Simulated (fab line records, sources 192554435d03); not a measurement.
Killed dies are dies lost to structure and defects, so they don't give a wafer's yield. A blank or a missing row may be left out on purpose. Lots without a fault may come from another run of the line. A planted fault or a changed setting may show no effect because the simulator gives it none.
Chamber matching | flow n5_finfet | N5_ILD0_LINER_00 on ald_sin-04: 4 sister chambers
The step material SiNx, target thk 4 nm, pulse time 1 s, purge time 2 s. 8 wafers are shown with their chamber, then 10 later ones without.

WAFERS WITH THEIR CHAMBER
wafer  | chamber | heater_power_w (W) | precursor_pulse_height_rel
L083.6 | 0       | 920                | 0.993
L090.1 | 3       | 819                | 1.028
L090.3 | 2       | 756                | 0.995
L090.4 | 0       | 914                | 0.987
L090.5 | 2       | 766                | 1.015
L090.6 | 1       | 768                | 1.003
L092.1 | 3       | 862                | 1.006
L092.2 | 1       | 791                | 0.989

WAFERS WITHOUT THEIR CHAMBER
wafer  | heater_power_w (W) | precursor_pulse_height_rel
L092.3 | 758                | 1.016
L092.4 | 870                | 0.996
L092.5 | 840                | 0.979
L092.6 | 908                | 1.008
L096.2 | 729                | 1.005
L096.4 | 765                | 0.987
L096.6 | 910                | 0.947
L097.1 | 787                | 0.954
L097.2 | 700                | 1.013
L097.6 | 715                | 1.024

WHICH CHAMBER EACH WENT THROUGH
wafer  | from the rows above               | in truth
L092.3 | can't be placed: 2 or 1           | 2
L092.4 | can't be placed: 3 or 0           | 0
L092.5 | can't be placed: 3 or 1 or 0 or 2 | 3
L092.6 | 0                                 | 0
L096.2 | can't be placed: 2 or 1           | 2
L096.4 | can't be placed: 1 or 2           | 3
L096.6 | 0                                 | 0
L097.1 | can't be placed: 1 or 2           | 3
L097.2 | can't be placed: 2 or 1           | 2
L097.6 | can't be placed: 2 or 1           | 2
Placed correctly: 2 of 10. Can't be placed from these rows: 8 (the true chamber is among the candidates in 6). Placed wrongly: 0.
How it was worked out, from the rows above alone: a wafer's distance from a chamber is the root of the sum, over the readings, of the square of ((its reading less the chamber's mean) divided by the reading's scatter). The wafer belongs to the nearest chamber; if the next one is less than 2 further off, it can't be placed. A chamber's mean is the mean of its shown wafers. The scatter: the root of (the sum of the squares of (reading less its chamber's mean) over the shown wafers, divided by (wafers less chambers)).
